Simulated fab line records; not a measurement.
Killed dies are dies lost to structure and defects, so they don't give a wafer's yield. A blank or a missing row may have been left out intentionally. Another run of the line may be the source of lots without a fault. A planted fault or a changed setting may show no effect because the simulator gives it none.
fab line records ; flow nand-harc
[record] lots = 12; wafers = 36; last-day = 24
route steps=1159 shown P_ZERO_WELL@17 P_STI@85 P_GATE@170 END@1159
lots that met no fault: taken from a fault-free run of the same line
start-h: start of the lot's first displayed wafer, in hours after the record's first day ; wait-h: hours since the lot's step before ; " unchanged from the row above ; L1.1+2: one row covering several wafers at once ; - value missing, or start not given ; * or withheld: withheld ; < > ~ a bound
route shown NAME@n: NAME is a module with steps in the file, n the number in the route of the first one ; usual: average and standard deviation across the fault-free wafers ; same: alike in all rows ; chamber/n: place in a boat ; sites: per-site readings ; _std_site: how widely they spread, as a standard deviation ; _edge_site: the outer-site mean with the inner-site mean subtracted ; radius-mm: for every site, how far away it sits from the centre of the wafer ; mask NAME#n: copy n ; behind: the most recent tool/chamber to have shaped the wafer ; hold: what put the lot on hold/how long, in hours/how the hold closed ; device: names the non-switching transistor (n, p or np) ; end of line: at the end of the route, the tests of the same wafers ; step lacking rows: just its recipe ; killed: dies lost to structure and defects at the first sort, not the wafer's yield ; map: dies across one wafer; x = killed, . = not, _ = none there
set.NAME: the setting the step ran with; set.NAME@STEP: the setting that earlier step ran with ; model.NAME: the simulator's own value behind a step, which no gauge read
route steps across a sampled set of lots; one table per step, one row per wafer
services: when a tool's chamber went out of use (start-h, in hours from the record's first day, below 0 if earlier), for how many hours, and the reason
[[steps]]
[step NHARC_P_ZERO_WELL_ETCH_65]
[recipe] target-depth-a = 800; overetch-a = 240; time-s = 87.88; ion-energy-ev = 200; n2-flow-sccm = 150; h2-flow-sccm = 150; ar-flow-sccm = 0; rf-w = 400; bias-w = 150; chemistry = N2/H2
[usual] chamber-pressure-mTorr = 30.003/0.026; drypump-motor-current-A = 5.8/0.44; oes-product-au = 0.998/0.014; rf-vpp-V = 432.0/2.5; showerhead-plenum-p-Torr = 2.10/0.088; throttle-valve-pct = 14.171/0.0095
lot.wafer;tool;chamber;start-h;wait-h;chamber-pressure-mTorr;drypump-motor-current-A;oes-product-au;rf-hours-counter-h;rf-vpp-V;showerhead-plenum-p-Torr;throttle-valve-pct
L948.2;rie-diel-08;0;19.67;0.4;30.043;5.7;0.988;4.4;433.9;2.17;14.175
L948.3;rie-diel-08;2;19.67;0.4;29.966;5.5;0.998;4.5;433.4;2.14;14.167
L948.1;rie-diel-08;3;19.67;0.4;30.015;6.4;1.003;4.7;435.5;2.15;14.158
L949.3;rie-diel-08;1;25.36;0.1;30.015;6.1;1.002;4.3;429.1;1.97;14.201
L949.2;rie-diel-08;0;25.36;0.1;29.991;5.7;0.985;4.7;434.6;2.17;14.186
L949.6;rie-diel-08;2;25.36;0.1;30.019;5.5;0.997;-;432.5;2.14;14.152
L951.1;rie-diel-08;0;37.49;0.1;30.005;5.7;0.986;5.7;433.1;2.17;14.164
L951.4;rie-diel-08;3;37.49;0.1;29.956;6.5;0.998;5.8;432.9;2.15;14.163
L951.6;rie-diel-08;0;37.49;0.1;30.025;5.7;0.988;-;433.1;2.17;14.166
L952.4;rie-diel-08;0;43.48;0.1;29.989;5.7;0.988;6.7;433.8;2.17;14.174
L952.3;rie-diel-08;1;43.48;0.1;29.974;6.2;1.007;6.4;429.0;1.97;14.164
L952.6;rie-diel-08;3;43.48;0.1;30.001;6.5;0.999;-;431.2;2.15;14.172
L953.4;rie-diel-07;3;49.36;0.1;30.006;6.4;0.994;9.8;434.1;2.17;14.181
L953.1;rie-diel-07;2;49.36;0.1;29.987;5.0;1.010;9.8;434.8;2.19;14.154
L953.5;rie-diel-07;3;49.36;0.1;29.992;6.5;0.992;-;433.4;2.17;14.173
L960.1;rie-diel-11;2;91.41;0.1;29.969;5.9;0.993;6.4;432.6;2.08;14.170
L960.5;rie-diel-11;2;91.41;0.1;30.038;5.9;1.008;-;431.5;2.08;14.181
L960.6;rie-diel-11;3;91.41;0.1;30.004;5.8;0.992;-;432.1;2.11;14.196
L962.4;rie-diel-07;0;103.51;0.1;29.997;5.2;1.010;5.8;427.4;1.92;14.170
L962.3;rie-diel-07;1;103.51;0.1;29.972;5.6;0.983;4.7;433.5;2.18;14.157
L962.1;rie-diel-07;2;103.51;0.1;29.966;5.0;1.018;3.4;434.9;2.19;14.167
L964.4;rie-diel-11;3;115.36;0.1;30.015;5.8;0.997;8.6;432.8;2.11;14.159
L964.2;rie-diel-11;1;115.36;0.1;29.985;6.0;0.969;8.7;432.8;2.10;14.185
L964.5;rie-diel-11;0;115.36;0.1;30.019;5.6;0.990;-;428.4;1.97;14.184
L966.3;rie-diel-11;1;127.36;0.1;29.983;6.0;0.965;10.0;431.2;2.10;14.174
L966.2;rie-diel-11;3;127.36;0.1;30.013;5.8;0.999;10.1;432.5;2.11;14.164
L966.1;rie-diel-11;0;127.36;0.1;29.997;5.6;0.981;9.1;428.8;1.97;14.169
L967.3;rie-diel-11;3;133.48;0.1;29.986;5.7;1.008;10.1;432.5;2.11;14.177
L967.2;rie-diel-11;0;133.48;0.1;29.966;5.6;0.983;9.1;427.5;1.97;14.193
L967.1;rie-diel-11;1;133.48;0.1;30.042;5.9;0.972;10.0;431.7;2.10;14.164
L968.3;rie-diel-07;1;139.35;0.1;30.025;5.6;0.996;6.9;432.9;2.18;14.168
L968.4;rie-diel-07;2;139.35;0.1;30.045;5.0;1.011;5.6;434.1;2.19;14.161
L968.6;rie-diel-07;2;139.35;0.1;30.032;5.0;1.010;-;434.4;2.19;14.171
L969.1;rie-diel-08;2;145.55;0.1;30.028;5.5;0.990;1.2;432.5;2.14;14.154
L969.4;rie-diel-08;2;145.55;0.1;30.018;5.5;0.997;-;432.6;2.14;14.185
L969.6;rie-diel-08;3;145.55;0.1;30.000;6.5;0.994;-;433.8;2.15;14.162
[step NHARC_P_ZERO_WELL_INSPECT_43]
[usual] raw-defect-count = 15/6.3
lot.wafer;tool;chamber;start-h;wait-h;raw-defect-count
L948.1;defect-inspect-02;-;25.73;0.6;12
L948.2;defect-inspect-02;-;25.73;0.6;10
L948.3;defect-inspect-02;-;25.73;0.6;11
L949.2;defect-inspect-02;-;31.36;0.5;16
L949.3;defect-inspect-02;-;31.36;0.5;12
L949.6;defect-inspect-02;-;31.36;0.5;21
L951.1;defect-inspect-02;-;43.74;0.6;33
L951.4;defect-inspect-02;-;43.74;0.6;9
L951.6;defect-inspect-02;-;43.74;0.6;18
L952.3;defect-inspect-01;-;49.51;0.4;16
L952.4;defect-inspect-01;-;49.51;0.4;20
L952.6;defect-inspect-01;-;49.51;0.4;24
L953.1;defect-inspect-01;-;55.44;0.6;13
L953.4;defect-inspect-01;-;55.44;0.6;4
L953.5;defect-inspect-01;-;55.44;0.6;8
L960.1;defect-inspect-01;-;97.53;0.6;9
L960.5;defect-inspect-01;-;97.53;0.6;20
L960.6;defect-inspect-01;-;97.53;0.6;27
L962.1;defect-inspect-02;-;109.51;0.6;32
L962.3;defect-inspect-02;-;109.51;0.6;14
L962.4;defect-inspect-02;-;109.51;0.6;13
L964.2;defect-inspect-01;-;121.47;0.5;14
L964.4;defect-inspect-01;-;121.47;0.5;8
L964.5;defect-inspect-01;-;121.47;0.5;11
L966.1;defect-inspect-01;-;133.16;0.6;498
L966.2;defect-inspect-01;-;133.16;0.6;494
L966.3;defect-inspect-01;-;133.16;0.6;498
L967.1;defect-inspect-01;-;139.75;0.6;489
L967.2;defect-inspect-01;-;139.75;0.6;528
L967.3;defect-inspect-01;-;139.75;0.6;479
L968.3;defect-inspect-01;-;145.68;0.4;24
L968.4;defect-inspect-01;-;145.68;0.4;22
L968.6;defect-inspect-01;-;145.68;0.4;13
L969.1;defect-inspect-01;-;151.83;0.6;10
L969.4;defect-inspect-01;-;151.83;0.6;9
L969.6;defect-inspect-01;-;151.83;0.6;15
[step NHARC_P_STI_INSPECT_11]
[usual] raw-defect-count = 6.0/3
lot.wafer;tool;chamber;start-h;wait-h;raw-defect-count
L948.1;defect-inspect-01;-;42.50;0.0;4
L948.2;defect-inspect-01;-;42.50;0.0;7
L948.3;defect-inspect-01;-;42.50;0.0;5
L949.2;defect-inspect-02;-;50.52;0.0;4
L949.3;defect-inspect-02;-;50.52;0.0;3
L949.6;defect-inspect-02;-;50.52;0.0;4
L951.1;defect-inspect-02;-;60.73;0.0;4
L951.4;defect-inspect-02;-;60.73;0.0;9
L951.6;defect-inspect-02;-;60.73;0.0;5
L952.3;defect-inspect-01;-;67.26;0.0;5
L952.4;defect-inspect-01;-;67.26;0.0;4
L952.6;defect-inspect-01;-;67.26;0.0;2
L953.1;defect-inspect-02;-;67.29;0.0;10
L953.4;defect-inspect-02;-;67.29;0.0;6
L953.5;defect-inspect-02;-;67.29;0.0;2
L960.1;defect-inspect-01;-;112.98;0.0;3
L960.5;defect-inspect-01;-;112.98;0.0;4
L960.6;defect-inspect-01;-;112.98;0.0;10
L962.1;defect-inspect-01;-;124.97;0.0;4
L962.3;defect-inspect-01;-;124.97;0.0;8
L962.4;defect-inspect-01;-;124.97;0.0;4
L964.2;defect-inspect-01;-;135.47;0.0;6
L964.4;defect-inspect-01;-;135.47;0.0;5
L964.5;defect-inspect-01;-;135.47;0.0;4
L966.1;defect-inspect-01;-;148.67;0.0;501
L966.2;defect-inspect-01;-;148.67;0.0;503
L966.3;defect-inspect-01;-;148.67;0.0;485
L967.1;defect-inspect-02;-;156.87;0.0;471
L967.2;defect-inspect-02;-;156.87;0.0;522
L967.3;defect-inspect-02;-;156.87;0.0;471
L968.3;defect-inspect-02;-;162.74;0.0;3
L968.4;defect-inspect-02;-;162.74;0.0;4
L968.6;defect-inspect-02;-;162.74;0.0;1
L969.1;defect-inspect-02;-;167.19;0.0;3
L969.4;defect-inspect-02;-;167.19;0.0;1
L969.6;defect-inspect-02;-;167.19;0.0;4
[step NHARC_P_GATE_CD_MEAS_46]
[recipe] target-cd-nm = 720; landing-energy-ev = 500
[usual] cd-nm = 719.4/2.7
lot.wafer;tool;chamber;start-h;wait-h;cd-nm
L948.1;cd-sem-01;0;105.96;-;719.4
L948.2;cd-sem-01;0;105.96;-;724.6
L948.3;cd-sem-01;0;105.96;-;717.3
L951.1;cd-sem-01;0;118.85;-;719.5
L951.4;cd-sem-01;0;118.85;-;714.7
L951.6;cd-sem-01;0;118.85;-;717.1
L949.2;cd-sem-03;0;119.21;-;714.7
L949.3;cd-sem-03;0;119.21;-;718.1
L949.6;cd-sem-03;0;119.21;-;718.1
L953.1;cd-sem-02;0;133.08;-;715.2
L953.4;cd-sem-02;0;133.08;-;719.6
L953.5;cd-sem-02;0;133.08;-;720.2
L952.3;cd-sem-02;0;136.01;-;717.6
L952.4;cd-sem-02;0;136.01;-;719.0
L952.6;cd-sem-02;0;136.01;-;719.4
L960.1;cd-sem-03;0;176.27;-;717.9
L960.5;cd-sem-03;0;176.27;-;721.6
L960.6;cd-sem-03;0;176.27;-;717.6
L962.1;cd-sem-03;0;184.18;-;719.6
L962.3;cd-sem-03;0;184.18;-;721.0
L962.4;cd-sem-03;0;184.18;-;719.6
L964.2;cd-sem-03;0;199.32;-;719.8
L964.4;cd-sem-03;0;199.32;-;715.6
L964.5;cd-sem-03;0;199.32;-;722.2
L966.1;cd-sem-03;0;215.24;-;724.7
L966.2;cd-sem-03;0;215.24;-;719.4
L966.3;cd-sem-03;0;215.24;-;721.9
L967.1;cd-sem-03;0;224.36;-;721.5
L967.2;cd-sem-03;0;224.36;-;725.6
L967.3;cd-sem-03;0;224.36;-;719.2
L969.1;cd-sem-01;0;230.21;-;714.7
L969.4;cd-sem-01;0;230.21;-;721.3
L969.6;cd-sem-01;0;230.21;-;721.0
L968.3;cd-sem-03;0;231.64;-;723.5
L968.4;cd-sem-03;0;231.64;-;726.0
L968.6;cd-sem-03;0;231.64;-;720.8
[step NHARC_P_GATE_STRIP_112]
[recipe] power-w = 1500; temp-c = 110; time-s = 200; chemistry = N2/H2
[usual] drypump-motor-current-A = 5.3/0.4; heater-power-w = 91/4.7
lot.wafer;tool;chamber;start-h;wait-h;drypump-motor-current-A;heater-power-w;rf-hours-counter-h
L948.2;plasma-asher-02;1;108.27;0.2;5.8;88;34
L948.1;plasma-asher-02;0;108.27;0.2;4.8;95;34
L948.3;plasma-asher-02;1;108.27;0.2;5.8;87;-
L951.1;plasma-asher-02;0;121.19;0.2;4.8;96;38
L951.4;plasma-asher-02;1;121.19;0.2;5.8;87;-
L951.6;plasma-asher-02;1;121.19;0.2;5.8;90;-
L949.2;plasma-asher-02;0;121.48;0.3;4.8;97;38
L949.3;plasma-asher-02;0;121.48;0.3;4.8;95;-
L949.6;plasma-asher-02;0;121.48;0.3;4.8;92;-
L953.1;plasma-asher-01;1;135.32;0.2;5.2;87;8
L953.4;plasma-asher-01;0;135.32;0.2;5.7;95;-
L953.5;plasma-asher-01;0;135.32;0.2;5.6;93;-
L952.3;plasma-asher-01;0;138.26;0.2;5.6;93;-
L952.4;plasma-asher-01;1;138.26;0.2;5.2;85;-
L952.6;plasma-asher-01;1;138.26;0.2;5.2;88;-
L960.1;plasma-asher-02;0;178.82;0.2;4.8;97;58
L960.6;plasma-asher-02;1;178.82;0.2;5.7;87;-
L960.5;plasma-asher-02;0;178.82;0.2;4.8;94;-
L962.1;plasma-asher-01;0;186.46;0.2;5.7;95;25
L962.4;plasma-asher-01;0;186.46;0.2;5.7;94;-
L962.3;plasma-asher-01;1;186.46;0.2;5.2;85;-
L964.2;plasma-asher-01;1;201.59;0.2;5.2;86;33
L964.4;plasma-asher-01;1;201.59;0.2;5.2;88;-
L964.5;plasma-asher-01;1;201.59;0.2;5.2;88;-
L966.1;plasma-asher-01;0;217.42;0.2;5.7;92;37
L966.2;plasma-asher-01;1;217.42;0.2;5.2;89;37
L966.3;plasma-asher-01;1;217.42;0.2;5.2;88;-
L967.1;plasma-asher-02;0;226.51;0.2;4.8;98;11
L967.2;plasma-asher-02;1;226.51;0.2;5.8;84;11
L967.3;plasma-asher-02;1;226.51;0.2;5.8;87;-
L969.1;plasma-asher-02;1;232.52;0.2;5.7;87;14
L969.4;plasma-asher-02;0;232.52;0.2;4.8;98;-
L969.6;plasma-asher-02;0;232.52;0.2;4.8;99;-
L968.3;plasma-asher-02;1;233.89;0.2;5.8;83;-
L968.4;plasma-asher-02;0;233.89;0.2;4.8;99;-
L968.6;plasma-asher-02;1;233.89;0.2;5.7;86;-
[step NHARC_P_GATE_CD_MEAS_91]
[recipe] target-cd-nm = 2000; landing-energy-ev = 500
[usual] cd-nm = 1997.2/1.8
lot.wafer;tool;chamber;start-h;wait-h;cd-nm
L948.1;cd-sem-01;0;109.33;-;1998.6
L948.2;cd-sem-01;0;109.33;-;1998.2
L948.3;cd-sem-01;0;109.33;-;1999.6
L951.1;cd-sem-02;0;122.32;-;1998.0
L951.4;cd-sem-02;0;122.32;-;1997.7
L951.6;cd-sem-02;0;122.32;-;1996.6
L949.2;cd-sem-01;0;122.66;-;1996.3
L949.3;cd-sem-01;0;122.66;-;2000.4
L949.6;cd-sem-01;0;122.66;-;1998.3
L953.1;cd-sem-02;0;136.35;-;1999.8
L953.4;cd-sem-02;0;136.35;-;1995.2
L953.5;cd-sem-02;0;136.35;-;1996.4
L952.3;cd-sem-01;0;139.23;-;1996.5
L952.4;cd-sem-01;0;139.23;-;1998.2
L952.6;cd-sem-01;0;139.23;-;1998.0
L960.1;cd-sem-01;0;179.97;-;1995.8
L960.5;cd-sem-01;0;179.97;-;1996.5
L960.6;cd-sem-01;0;179.97;-;1996.6
L962.1;cd-sem-01;0;187.52;-;1996.2
L962.3;cd-sem-01;0;187.52;-;1995.5
L962.4;cd-sem-01;0;187.52;-;1996.0
L964.2;cd-sem-01;0;202.79;-;1996.5
L964.4;cd-sem-01;0;202.79;-;1998.3
L964.5;cd-sem-01;0;202.79;-;1996.2
L966.1;cd-sem-01;0;218.47;-;1996.2
L966.2;cd-sem-01;0;218.47;-;1996.3
L966.3;cd-sem-01;0;218.47;-;1996.6
L967.1;cd-sem-03;0;227.69;-;1994.7
L967.2;cd-sem-03;0;227.69;-;1995.2
L967.3;cd-sem-03;0;227.69;-;1998.5
L969.1;cd-sem-01;0;233.70;-;1998.1
L969.4;cd-sem-01;0;233.70;-;1993.1
L969.6;cd-sem-01;0;233.70;-;1995.8
L968.3;cd-sem-03;0;235.01;-;1996.8
L968.4;cd-sem-03;0;235.01;-;1996.0
L968.6;cd-sem-03;0;235.01;-;1998.8
[step NHARC_END_SORT_01]
[recipe] temp-c = 25
[usual] killed-at-array = 28/11; killed-at-other = 0.5/0.87; killed-at-periphery = 2.9/2.2; killed-dies = 32/11; killed-open = 3.2/1.9; killed-short = 1.8/1.4
[same] gross-dies = 677
lot.wafer;tool;chamber;start-h;wait-h;killed-at-array;killed-at-other;killed-at-periphery;killed-dies;killed-open;killed-short
L966.1;prober-01;0;550.75;2.5;35;0;68;103;1;0
L966.2;prober-01;0;551.56;2.8;53;0;85;138;1;4
L966.3;prober-01;0;552.36;3.1;52;0;45;97;5;1
L967.1;prober-02;0;550.92;2.5;29;0;52;81;1;1
L967.2;prober-02;0;551.72;2.8;18;0;82;100;0;2
L967.3;prober-02;0;552.52;3.1;16;0;100;116;4;1
// killed by level:class
L966.1 P_ZERO_WELL:unspecified=68 A_SLIT:chamber-film-flake=17 A_CHANNEL_HOLE_D1:chamber-film-flake=12 A_CONTACT:chamber-film-flake=3 A_ONON_D1:geometric-particle:open=1 A_ZERO_WELL:chamber-film-flake=1 A_WL_FILL:chamber-film-flake=1
L967.1 P_ZERO_WELL:unspecified=50 A_CHANNEL_HOLE_D1:chamber-film-flake=8 A_CONTACT:chamber-film-flake=8 A_WL_FILL:chamber-film-flake=4 A_CHANNEL_FILL_D1:chamber-film-flake=2 A_STAIRCASE:chamber-film-flake=2 A_SGD_CUT:chamber-film-flake=2 A_CHANNEL_FILL_D1:geometric-particle:open=1
L966.2 P_ZERO_WELL:unspecified=82 A_SLIT:chamber-film-flake=19 A_CHANNEL_HOLE_D1:chamber-film-flake=18 A_CONTACT:chamber-film-flake=7 A_STAIRCASE:chamber-film-flake=3 A_CHANNEL_HOLE_D1:geometric-particle:short=2 P_STI:geometric-particle:open=1 A_SLIT:geometric-particle:short=1
L967.2 P_ZERO_WELL:unspecified=78 A_CHANNEL_HOLE_D1:chamber-film-flake=6 A_CONTACT:chamber-film-flake=5 A_STAIRCASE:chamber-film-flake=3 P_GATE:geometric-particle:short=1 A_WL_FILL:geometric-particle:short=1 P_ZERO_WELL:chamber-film-flake=1 P_STI:chamber-film-flake=1
L966.3 P_ZERO_WELL:unspecified=45 A_SLIT:chamber-film-flake=20 A_CHANNEL_HOLE_D1:chamber-film-flake=20 A_CONTACT:chamber-film-flake=3 A_STAIRCASE:chamber-film-flake=2 A_ONON_D1:geometric-particle:open=1 A_CHANNEL_HOLE_D1:geometric-particle:open=1 A_SGD_CUT:geometric-particle:open=1
L967.3 P_ZERO_WELL:unspecified=87 A_CHANNEL_HOLE_D1:chamber-film-flake=7 P_ZERO_WELL:chamber-film-flake=5 P_STI:chamber-film-flake=3 A_STAIRCASE:chamber-film-flake=3 P_M0:geometric-particle:open=2 A_WL_FILL:chamber-film-flake=2 P_GATE:chamber-film-flake=2
[[services]]
tool;chamber;start-h;hours;kind
plasma-asher-02;-;6.00;9.0;pm
plasma-asher-02;0;6.00;9.0;vent-cycle
plasma-asher-02;1;6.00;9.0;vent-cycle
rie-diel-11;-;12.52;9.0;pm
plasma-asher-02;0;15.00;-;clean
plasma-asher-02;1;15.00;-;clean
plasma-asher-02;-;45.22;2.0;repair
plasma-asher-02;-;48.07;1.2;repair
rie-diel-07;-;51.33;9.0;pm
rie-diel-11;0;54.80;4.0;repair
rie-diel-07;2;60.78;8.5;repair
rie-diel-08;-;78.83;0.8;repair
rie-diel-08;0;94.04;132.0;repair
plasma-asher-01;-;99.29;9.0;pm
rie-diel-07;-;101.47;1.5;repair
rie-diel-08;-;124.88;9.0;pm
rie-diel-08;1;141.25;6.0;repair
rie-diel-07;0;148.06;1.9;repair
plasma-asher-02;-;183.00;9.0;pm
rie-diel-11;2;186.98;3.6;repair
rie-diel-11;-;189.56;9.0;pm
rie-diel-11;3;208.10;6.4;repair
rie-diel-07;0;217.04;8.9;repair
rie-diel-07;-;228.33;9.0;pm
[[key]]
[first-sign] step = NHARC_P_ZERO_WELL_INSPECT_43; reading = raw-defect-count; direction = up; sigmas = 77; usual = 15; struck = 498
[effect] step = NHARC_P_STI_INSPECT_11; reading = raw-defect-count; direction = up; sigmas = 99+; usual = 6.0; struck = 492.2
[effect] step = NHARC_END_SORT_01; reading = killed-at-periphery; direction = up; sigmas = 32; usual = 2.9; struck = 72
[more-kills-born-at] NHARC_P_ZERO_WELL_ETCH_65@rie-diel-11 = 410
met-at NHARC_P_ZERO_WELL_ETCH_65
struck-lots L966,L967
tester-left-out L966,L967
not-acting-at NHARC_P_GATE_CD_MEAS_46,NHARC_P_GATE_STRIP_112,NHARC_P_GATE_CD_MEAS_91
onset-between 115.36 127.36
[fault] kind = chamber-particle-source; tool = rie-diel-11; chamber = -; onset-h = 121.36; steps = NHARC_P_ZERO_WELL_ETCH_65; rate-per-visit-cm2 = 0.74591; end-h = 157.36
// tester-left-out: of these lots the tester's yield and bins aren't shown, on N5 and GAA mostly nor the transistor test; their killed dies are dies lost to structure and defects alone, not to doping, threshold or leakage, so they don't give the yield
